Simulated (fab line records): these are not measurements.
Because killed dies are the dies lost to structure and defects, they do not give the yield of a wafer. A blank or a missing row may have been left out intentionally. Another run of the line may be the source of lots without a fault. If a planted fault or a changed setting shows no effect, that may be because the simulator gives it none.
fab line records + flow n5-finfet
[record]
- lots = 3
- wafers = 7
- last-day = 16
route steps=1938 shown BEOL_M4@1048 PASSIVATION@1936
lots that met no fault: from a run of the same line without faults
start-h: hours from the record's first day to the start of the lot's first wafer shown + wait-h: time in hours since the lot's previous step + " identical to the entry in the row above + L1.1+2: a single row standing in for several wafers + - value missing, or start not given + * or withheld: withheld + < > ~ a bound
route shown NAME@n: names a module that has steps shown in the file, with the first one's number in the route + usual: mean/standard deviation taken from wafers without a fault + same: alike in all rows + chamber/n: place in a boat + sites: the reading at each site + _std_site: standard deviation of those values + _edge_site: mean of outer sites minus mean of inner sites + radius-mm: for every site, how far away it sits from the centre of the wafer + mask NAME#n: copy n + behind: tool/chamber where the wafer was last shaped + hold: why the lot was held/for how many hours/how that ended + device: which transistor (n, p or np) failed to switch + end of line: at the end of the route, the tests of the same wafers + step lacking rows: just its recipe + killed: at the first sort, the dies lost to defects and structure; wafer yield is something else + map: dies across one wafer; x = killed, . = not, _ = none there
set.NAME: the setting that was run; set.NAME@STEP: the one run at that earlier step + model.NAME: the simulator's own value behind a step, which no gauge read
certain route steps with their lots: each step a table, each wafer a row
[[steps]]
[step N5_BEOL_M4_COAT_68]
[recipe]
- resist = SiARC
- temp-c = 220
- time-s = 60
- spin-rpm = 1500
- resist-thk-nm = 12
[step N5_BEOL_M4_COAT_76]
[recipe]
- resist = underlayer
- temp-c = 205
- time-s = 60
- spin-rpm = 1500
- resist-thk-nm = 5
[step N5_BEOL_M4_COAT_22]
[recipe]
- resist = CAR-EUV
- spin-rpm = 1500
- resist-thk-nm = 30
[step N5_BEOL_M4_EBR_24]
[recipe]
- solvent = PGMEA
- ebr-width-mm = 1.5
[step N5_BEOL_M4_SOFTBAKE_23]
[recipe]
- temp-c = 110
- time-s = 60
- resist = CAR-EUV
[step N5_BEOL_M4_EXPOSE_25]
[recipe]
- mask-id = V3
- na = 0.33
- source-shape = quasar
- sigma-inner = 0.2
- sigma-outer = 0.8
- polarization = unpolarized
- defocus-nm = 5
- dose-mj = 63
[step N5_BEOL_M4_PEB_26]
[recipe]
- peb-temp-c = 100
- peb-time-s = 60
- resist = CAR-EUV
[step N5_BEOL_M4_DEVELOP_27]
[recipe]
- develop-time-s = 30
- developer = TMAH
- resist = CAR-EUV
- rinse-liquid = surfactant-rinse
- dry = air-spin
- dev-temp-c = 23
[step N5_BEOL_M4_DESCUM_33]
[recipe]
- chemistry = O2
- time-s = 7
- source-power-w = 50
- bias-power-w = 20
- pressure-mtorr = 20
- rf-frequency-hz = 2.712e+07
- temp-c = 40
- resist = CAR-EUV
- o2-flow-sccm = 225
[step N5_BEOL_M4_ETCH_77]
[recipe]
- chemistry = N2/H2
- target = underlayer
- target-depth-a = 65
- mask-material = CAR-EUV
- time-s = 5.2
- ion-energy-ev = 200
- pressure-mtorr = 30
- source-w = 840
- bias-w = 150
- n2-flow-sccm = 200
- h2-flow-sccm = 200
- ends = cleared
[usual]
- drypump-motor-current-A = 5.6/0.42
- etch-rf-on-time-s = 5.21/0.16
- oes-product-au = 0.69/0.075
- rf-fwd-power-W = 819.5/2.2
- rf-vpp-V = 525/3.1
- showerhead-plenum-p-Torr = 2.57/0.098
- throttle-valve-pct = 17.8/0.38
| lot.wafer | tool        | chamber | start-h | wait-h | drypump-motor-current-A | etch-rf-on-time-s | oes-product-au | rf-fwd-power-W | rf-hours-counter-h | rf-vpp-V | showerhead-plenum-p-Torr | throttle-valve-pct |
|-----------|-------------|---------|---------|--------|-------------------------|-------------------|----------------|----------------|--------------------|----------|--------------------------|--------------------|
| L400.2    | rie-diel-05 | 1       | 181.88  | 0.0    | 5.5                     | 5.21              | 0.68           | 821.9          | 118                | 521      | 2.44                     | 17.8               |
| L400.4    | "           | 0       | "       | "      | 4.7                     | 5.22              | 0.74           | 816.2          | 42                 | 525      | 2.59                     | 17.4               |
| L400.6    | "           | 0       | "       | "      | 4.7                     | 5.22              | 0.74           | 820.7          | -                  | 526      | 2.59                     | 17.4               |
| L406.1    | rie-diel-05 | 1       | 236.86  | 0.0    | 5.6                     | 5.18              | 0.66           | 819.7          | 136                | 521      | 2.43                     | 17.9               |
| L406.3    | "           | 2       | "       | "      | 5.7                     | 5.20              | 0.57           | 817.3          | 251                | 523      | 2.48                     | 18.0               |
| L406.6    | "           | 3       | "       | "      | 6.3                     | 5.24              | 0.74           | 823.1          | -                  | 521      | 2.45                     | 17.1               |
| L410.3    | rie-diel-05 | 3       | 248.05  | 0.0    | 6.3                     | 5.26              | 0.72           | 816.5          | 48                 | 519      | 2.45                     | 17.1               |
[step N5_BEOL_M4_ETCH_69]
[recipe]
- chemistry = CF4
- target = SiARC
- target-depth-a = 156
- mask-material = CAR-EUV
- time-s = 26
- ion-energy-ev = 80
- pressure-mtorr = 40
- source-w = 545
- bias-w = 36
- Ar_flow_sccm = 100
- cf4-flow-sccm = 100
- ends = cleared
[step N5_BEOL_M4_ALD_98]
[recipe]
- material = SiO2
- target-thk-a = 25
- temp-c = 100
- ald-precursor-family = BDEAS
- ald-co-reactant = O2-plasma
- pulse-time-s = 1
- co-reactant-pulse-time-s = 1
- purge-time-s = 2
- co-reactant-purge-time-s = 2
- ald-cycles = 17
- pressure-torr = 2
[step N5_BEOL_M4_ETCHBACK_99]
[recipe]
- chemistry = CHF3
- target = SiO2
- target-depth-a = 50
- time-s = 10.4
- source-w = 215
- bias-w = 47
- Ar_flow_sccm = 200
- CHF3_flow_sccm = 12
- ion-energy-ev = 100
- pressure-mtorr = 30
[step N5_BEOL_M4_ETCH_70]
[recipe]
- chemistry = N2/H2
- target = SOC
- target-depth-a = 800
- overetch-a = 240
- mask-material = SiARC
- temp-c = 40
- time-s = 130
- ion-energy-ev = 200
- pressure-mtorr = 30
- source-w = 840
- bias-w = 150
- n2-flow-sccm = 200
- h2-flow-sccm = 200
[step N5_BEOL_M4_STRIP_71]
[recipe]
- chemistry = N2/H2
- temp-c = 40
- n2-flow-sccm = 200
- h2-flow-sccm = 200
- rf-frequency-hz = 6e+07
[step N5_BEOL_M4_STRIP_78]
[recipe]
- chemistry = N2/H2
- temp-c = 40
- n2-flow-sccm = 200
- h2-flow-sccm = 200
- rf-frequency-hz = 6e+07
[step N5_BEOL_M4_VIA_ETCH_34]
[recipe]
- chemistry = C4F6/O2
- target-depth-a = 694
- mask-material = SOC
- pressure-mtorr = 15
- ion-energy-ev = 250
- taper-deg = 4
- time-s = 65.9
- source-w = 350
- bias-w = 170
- Ar_flow_sccm = 300
- C4F6_flow_sccm = 10
- O2_flow_sccm = 10
[step N5_BEOL_M4_STRIP_83]
[recipe]
- chemistry = C4F6/O2
- resist = SiARC
- rf-frequency-hz = 6e+07
[step N5_BEOL_M4_STRIP_36]
[recipe]
- chemistry = N2/H2
- power-w = 450
- temp-c = 40
- pressure-mtorr = 20
- rf-frequency-hz = 6e+07
- overash-fraction = 0.3
- bias-power-w = 7
- h2-frac = 0.5
- n2-flow-sccm = 200
- h2-flow-sccm = 200
[step N5_BEOL_M4_TRENCH_ETCH_37]
[recipe]
- chemistry = C4F6/O2
- target-depth-a = 555.55
- target = SiOC
- time-s = 29.2
- ion-energy-ev = 250
- pressure-mtorr = 30
- source-w = 355
- bias-w = 185
- Ar_flow_sccm = 300
- C4F6_flow_sccm = 10
- O2_flow_sccm = 10
[step N5_BEOL_M4_ETCH_41]
[recipe]
- chemistry = CH3F/O2
- target = SiCN
- target-depth-a = 299
- taper-deg = 2
- time-s = 52.5
- ion-energy-ev = 120
- mask-material = TiN
- pressure-mtorr = 30
- source-w = 395
- bias-w = 75
- Ar_flow_sccm = 150
- CH3F_flow_sccm = 30
- O2_flow_sccm = 20
[step N5_BEOL_M4_STRIP_97]
[recipe]
- chemistry = N2/H2
- time-s = 10
- power-w = 450
- temp-c = 40
- pressure-mtorr = 20
- rf-frequency-hz = 6e+07
- bias-power-w = 7
- n2-flow-sccm = 200
- h2-flow-sccm = 200
[step N5_BEOL_M4_HM_STRIP_39]
[recipe]
- chemistry = peroxide-tin-strip
- material = TiN
- target-depth-a = 250
- temp-c = 50
- time-s = 158
[step N5_BEOL_M4_SRD_40]
[recipe]
- time-s = 30
- temp-c = 23
- rinse-liquid = diw
- dry = ipa-marangoni
[step N5_BEOL_M4_PRECLEAN_42]
[recipe]
- chemistry = residue-remover
- time-s = 60
- temp-c = 40
[step N5_BEOL_M4_SRD_43]
[recipe]
- time-s = 30
- temp-c = 23
- rinse-liquid = diw
- dry = ipa-marangoni
[step N5_BEOL_M4_DEGAS_44]
[recipe]
- ambient = vacuum
- temp-c = 250
- time-s = 60
[step N5_BEOL_M4_PRE_CLEAN_45]
[recipe]
- gas = H2/He
- time-s = 30
- temp-c = 250
[step N5_BEOL_M4_ALD_84]
[recipe]
- material = TaN
- target-thk-a = *
- temp-c = 275
- ald-precursor-family = PDMAT
- ald-co-reactant = NH3
- pressure-torr = 3
- carrier-flow-sccm = 1500
- pulse-time-s = 2
- purge-time-s = 3
- co-reactant-purge-time-s = 2
- co-reactant-pulse-time-s = 3
- ald-cycles = 30
- precursor-vessel-temp-c = 75
- precursor-vessel-pressure-torr = 26.25
- precursor-vessel-carrier-sccm = 1000
[step N5_BEOL_M4_SURFACE_TREAT_85]
[recipe]
- gas = Ar
- time-s = *
- ion-energy-ev = *
- ion-current-ma-cm2 = 0.5
- pressure-mtorr = *
- ar-flow-sccm = 30
[step N5_BEOL_M4_CVD_47]
[recipe]
- material = Co
- target-thk-a = 30
- temp-c = withheld
- precursor = CCTBA/H2
- pressure-torr = 30
- time-s = 223.8
[step N5_BEOL_M4_SPUTTER_48]
[recipe]
- material = Cu
- target-thk-a = 45
- temp-c = -20
- chamber-pressure-pa = 0.07
- power-w = withheld
- time-s = 8.29
[step N5_BEOL_M4_ANNEAL_49]
[recipe]
- temp-c = 400
- time-s = 240
- ambient = vacuum
[step N5_BEOL_M4_SPUTTER_79]
[recipe]
- material = Cu
- target-thk-a = 45
- temp-c = -20
- chamber-pressure-pa = 0.07
- power-w = withheld
- time-s = 8.29
[step N5_BEOL_M4_ANNEAL_80]
[recipe]
- temp-c = 400
- time-s = 240
- ambient = vacuum
[step N5_BEOL_M4_SPUTTER_81]
[recipe]
- material = Cu
- target-thk-a = 45
- temp-c = -20
- chamber-pressure-pa = 0.07
- power-w = withheld
- time-s = 8.29
[step N5_BEOL_M4_ANNEAL_82]
[recipe]
- temp-c = 400
- time-s = 240
- ambient = vacuum
[step N5_BEOL_M4_RC_MEAS_101]
[usual]
- DIBL_N = 37.5/2.5
- DIBL_P = 38/3.1
- IOFF_N = 0.19/0.059
- IOFF_P = 0.24/0.061
- ION_N = 679/16
- ION_P = 465/9.8
- RC_DENSE_N = 19.3/0.65
- RC_DENSE_P = 24.2/0.81
- RC_N = 15.7/0.52
- RC_P = 19.7/0.64
- REXT_N = 75.6/1.8
- SS_N = 72.0/0.8
- SS_P = 73.7/0.86
- VT_N = 248/4.5
- VT_P = -249/3.5
| lot.wafer | tool      | chamber | start-h | wait-h | DIBL_N[mV/V] | DIBL_P[mV/V] | IOFF_N[nA/um] | IOFF_P[nA/um] | ION_N[uA/um] | ION_P[uA/um] | RC_DENSE_N[ohm.um] | RC_DENSE_P[ohm.um] | RC_N[ohm.um] | RC_P[ohm.um] | REXT_N[ohm.um] | SS_N[mV/dec] | SS_P[mV/dec] | VT_N[mV] | VT_P[mV] |
|-----------|-----------|---------|---------|--------|--------------|--------------|---------------|---------------|--------------|--------------|--------------------|--------------------|--------------|--------------|----------------|--------------|--------------|----------|----------|
| L400.2    | prober-02 | 0       | 188.73  | 0.2    | 38.9         | 40           | 0.23          | 0.30          | 696          | 482          | 19.2               | 23.5               | 15.5         | 19.1         | 75.4           | 72.1         | 75.0         | 243      | -243     |
| L400.4    | "         | 0       | "       | "      | 41.6         | 43           | 0.28          | 0.39          | 689          | 470          | 19.8               | 24.6               | 16.3         | 20.3         | 77.3           | 72.6         | 75.5         | 242      | -244     |
| L400.6    | "         | 0       | "       | "      | 37.1         | 36           | 0.17          | 0.23          | 676          | 466          | 18.8               | 23.3               | 15.4         | 19.1         | 75.6           | 71.8         | 73.8         | 247      | -248     |
| L406.1    | prober-01 | 0       | 251.41  | 0.0    | 34.7         | 36           | 0.16          | 0.24          | 683          | 473          | 20.6               | 25.9               | 16.8         | 21.0         | 79.9           | 71.0         | 73.0         | 247      | -246     |
| L406.3    | "         | 0       | "       | "      | 38.7         | 41           | 0.25          | 0.35          | 710          | 487          | 19.6               | 24.6               | 16.0         | 20.0         | 78.1           | 72.4         | 74.7         | 241      | -242     |
| L406.6    | "         | 0       | "       | "      | 34.1         | 35           | 0.15          | 0.22          | 683          | 476          | 19.4               | 24.7               | 16.1         | 20.2         | 79.6           | 71.6         | 73.2         | 248      | -249     |
| L410.3    | prober-02 | 0       | 259.21  | 0.3    | 35.8         | 36           | 0.13          | 0.21          | 652          | 460          | 25.2               | 31.7               | 20.5         | 25.6         | 82.1           | 71.9         | 73.3         | 256      | -249     |
[step N5_PASSIVATION_PROBE_49]
[usual]
- defect-limited-yield = 91.0/1.4
- killed_at_M0_to_M3 = 35/10
- killed_at_M4_up = 14/5.5
- killed-at-contacts = 13/5.6
- killed-at-front-end = 41/11
- killed-at-other = 4/3.4
- killed-dies = 106/16
- killed-on-rim = 13/4
- killed-open = 68/12
- killed-short = 35/7.3
- sort_bin_4_leakage = 0.3/2.1
- sort_bin_5_function = 5.3/0.89
- sort_bin_6_memory = 3.4/0.67
- sort-n-pass = 1070/28
- sort-yield-pct = 90.7/2.4
[same]
- gross-dies = 1180
- killed-at-back-side = 0
- sort_bin_8_speed[%] = 0
| lot.wafer | tool      | chamber | start-h | wait-h | defect-limited-yield[%] | killed_at_M0_to_M3 | killed_at_M4_up | killed-at-contacts | killed-at-front-end | killed-at-other | killed-dies | killed-on-rim | killed-open | killed-short | sort_bin_4_leakage[%] | sort_bin_5_function[%] | sort_bin_6_memory[%] | sort-n-pass | sort-yield-pct[%] |
|-----------|-----------|---------|---------|--------|-------------------------|--------------------|-----------------|--------------------|---------------------|-----------------|-------------|---------------|-------------|--------------|-----------------------|------------------------|----------------------|-------------|-------------------|
| L400.2    | prober-02 | -       | 304.68  | 0.1    | 91.9                    | 32                 | 14              | 16                 | 31                  | 3               | 96          | 18            | 56          | 34           | 0                     | 4.9                    | 2.7                  | 1084        | 91.9              |
| L400.4    | prober-02 | -       | 304.78  | 0.2    | 92.2                    | 34                 | 4               | 12                 | 34                  | 8               | 92          | 17            | 65          | 26           | 0.2                   | 4.7                    | 3.1                  | 1086        | 92.0              |
| L400.6    | prober-02 | -       | 304.88  | 0.3    | 89.3                    | 47                 | 12              | 21                 | 44                  | 2               | 126         | 9             | 80          | 41           | 0                     | 6.4                    | 3.6                  | 1054        | 89.3              |
| L406.1    | prober-02 | -       | 372.00  | 0.0    | 90.3                    | 29                 | 31              | 11                 | 38                  | 5               | 114         | 11            | 72          | 32           | 0                     | 6.3                    | 3.0                  | 1066        | 90.3              |
| L406.3    | prober-02 | -       | 372.10  | 0.1    | 92.5                    | 15                 | 34              | 12                 | 24                  | 3               | 88          | 10            | 62          | 25           | 0                     | 4.6                    | 2.8                  | 1092        | 92.5              |
| L406.6    | prober-02 | -       | 372.25  | 0.3    | 90.4                    | 45                 | 24              | 17                 | 25                  | 2               | 113         | 17            | 68          | 41           | 0                     | 5.9                    | 3.2                  | 1067        | 90.4              |
| L410.3    | prober-01 | -       | 373.44  | 0.1    | 78.1                    | 48                 | 143             | 7                  | 59                  | 1               | 258         | 21            | 89          | 33           | 0                     | 13.0                   | 6.0                  | 922         | 78.1              |
// killed by level:class
L400.2 MOL_CONTACT_COAG:geometric-particle:open=11 BEOL_M2:geometric-particle:open=7 BEOL_M4:geometric-particle:open=6 BEOL_M1:geometric-particle:open=6 MOL_CONTACT_COAG:geometric-particle:short=5 FIN_SAQP:geometric-particle:open=4 GATE_CUT:geometric-particle:short=4 STARTING-WAFER:geometric-particle:short=4
L400.4 MOL_CONTACT_COAG:geometric-particle:open=10 FIN_SAQP:geometric-particle:open=8 BEOL_M0_SAQP:geometric-particle:open=8 BEOL_M1:geometric-particle:open=8 BEOL_M2:geometric-particle:open=6 STI_FIN_REVEAL:geometric-particle:open=5 GATE_CUT:geometric-particle:short=4 BEOL_M0_SAQP:geometric-particle:short=4
L400.6 MOL_CONTACT_COAG:geometric-particle:open=18 BEOL_M2:geometric-particle:open=15 FIN_SAQP:geometric-particle:open=11 FIN_SAQP:geometric-particle:short=9 BEOL_M1:geometric-particle:open=9 STI_FIN_REVEAL:geometric-particle:open=6 STARTING-WAFER:geometric-particle:short=6 BEOL_M0_SAQP:geometric-particle:short=5
L406.1 BEOL_M4:geometric-particle:open=13 FIN_SAQP:geometric-particle:short=8 DUMMY_GATE:geometric-particle:open=8 MOL_CONTACT_COAG:geometric-particle:open=7 BEOL_M0_SAQP:geometric-particle:open=6 STI_FIN_REVEAL:geometric-particle:open=5 ILD0:geometric-particle:short=5 BEOL_M1:geometric-particle:open=5
L406.3 BEOL_M4:geometric-particle:open=12 MOL_CONTACT_COAG:geometric-particle:open=10 DUMMY_GATE:geometric-particle:open=6 BEOL_M7:geometric-particle:open=6 BEOL_M8:geometric-particle:open=5 BEOL_M0_SAQP:geometric-particle:open=5 FIN_SAQP:geometric-particle:open=3 FIN_SAQP:geometric-particle:short=3
L406.6 BEOL_M4:geometric-particle:open=14 MOL_CONTACT_COAG:geometric-particle:open=12 BEOL_M0_SAQP:geometric-particle:short=12 BEOL_M1:geometric-particle:open=9 STI_FIN_REVEAL:geometric-particle:open=7 GATE_CUT:geometric-particle:short=6 MOL_CONTACT_COAG:geometric-particle:short=5 BEOL_M2:geometric-particle:open=5
L410.3 BEOL_M4:unspecified=135 STI_FIN_REVEAL:geometric-particle:open=18 BEOL_M0_SAQP:geometric-particle:open=13 BEOL_M1:geometric-particle:open=10 FIN_SAQP:geometric-particle:open=9 BEOL_M2:geometric-particle:open=8 MOL_CONTACT_COAG:geometric-particle:open=7 BEOL_M0_SAQP:geometric-particle:short=7
// map L410.3 (x killed, . not)
_________________........xx..________________
______________.................._____________
___________.............xx.......x.__________
__________x.x........xx......x..x.xx_________
________...x..x........x.............._______
_______x...x....xxx..x..x......x.x...x.______
______.....x.....xx......x..x........xx._____
_____.xx.........x...x...................____
____....x......x......x...x.......x.......___
___x......xx........x...x...............x..__
___...........x................x..x......x.__
__.x........x.............x....x.........x.._
__......................x...x.x............._
_..x..............x.x...............x........
_....x.x............x..x.............x.......
_x..x...x...x...x..x.....x...........x....x..
_...x..........xx.............x..x...x.......
_.......................x..x.xx..x...........
_.......x......x.......xxxxx.xx.......x.....x
_.........x..x....x...xxx.xxxxxx.............
_............x......xxxxxxxxxxxxx..x.........
__...x......x.......xxxxxxxxxxxxxxx.x......._
__.......x.........xxxxxxxxxxxxxxx..x....x.._
___...x...x.......x.xxxxxxxxxxxxxxxx..x...x__
___..x...x..........x.xxxxxxxxxxxxxx.......__
____.....x...........xxxxxxxxxxxx.xx......___
_____.x..x............xxxxxxxxxxxx..x....____
______.......x..x.....xx.x.xxxxxx.x....._____
_______x.............xx.....xx.x.......______
________..................xx.x........_______
__________.........x....x..........._________
___________.x......................__________
______________.x................_____________
_________________...x......x.________________
// map L400.6 (x killed, . not)
_________________.........x..________________
______________......x...x......._____________
___________................x.x.....__________
__________.....x.x.......x......xx.._________
________.....x.x....x..............x.._______
_______...........x.........xx......x..______
______.........x.........x......x..x...x_____
_____.xx............x..........x.........____
____..x.......x.x......................x..___
___.............x..................xx.....x__
___..............................x........x__
__...x.....x.....x.xx......................._
__.........xx.........x.....x..x..........x._
_.......x...x...........xx.............x.....
_............x.....x....x.....x....xx........
_...x..x..........x.........x.....x..........
_....x....x..............x................xx.
_.......xx.......x.......x..x................
_..................x........x........x..x....
_..x......x..................x...............
_...x..........x.......x...x....xx...........
__x..................x.........x............_
__..........x..................x............_
___...x......x.......x.x...................__
___............................x..x........__
____...............x....x........x.....x..___
_____...x................................____
______..x.........x............x...x...._____
_______...x..x.x..x..x.........x.......______
________.........x...x...............x_______
__________.................x..x.x.x._________
___________......x..........x......__________
______________....x..xx....x...._____________
_________________............________________
[[key]]
[first-sign]
- step = N5_BEOL_M4_RC_MEAS_101
- reading = RC_DENSE_P
- direction = up
- sigmas = 9.3
- usual = 24.2
- struck = 31.7
[effect]
- step = N5_BEOL_M4_RC_MEAS_101
- reading = RC_P
- direction = up
- sigmas = 9.2
- usual = 19.7
- struck = 25.6
[effect]
- step = N5_BEOL_M4_RC_MEAS_101
- reading = RC_N
- direction = up
- sigmas = 9.1
- usual = 15.7
- struck = 20.5
[effect]
- step = N5_BEOL_M4_RC_MEAS_101
- reading = RC_DENSE_N
- direction = up
- sigmas = 9
- usual = 19.3
- struck = 25.2
[effect]
- step = N5_BEOL_M4_RC_MEAS_101
- reading = REXT_N
- direction = up
- sigmas = 3.6
- usual = 75.6
- struck = 82.1
[effect]
- step = N5_PASSIVATION_PROBE_49
- reading = killed_at_M4_up
- direction = up
- sigmas = 24
- usual = 14
- struck = 143
[more-kills-born-at]
- N5_BEOL_M4_ETCH_77@rie-diel-05 = 135
met-at N5_BEOL_M4_ETCH_77
struck-wafers L410.3
onset-between 236.86 248.05
also-fits time
[earlier-fault]
- kind = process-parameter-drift
- tool = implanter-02
- chamber = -
- onset-h = 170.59
- steps = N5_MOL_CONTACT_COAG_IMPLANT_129
- channel = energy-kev
- offset = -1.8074
- shape = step
- acts-in = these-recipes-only
- stated = 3
[fault]
- kind = chamber-particle-source
- tool = rie-diel-05
- chamber = 3
- onset-h = 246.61
- steps = N5_BEOL_M4_ETCH_77
- rate-per-visit-cm2 = 1.2516
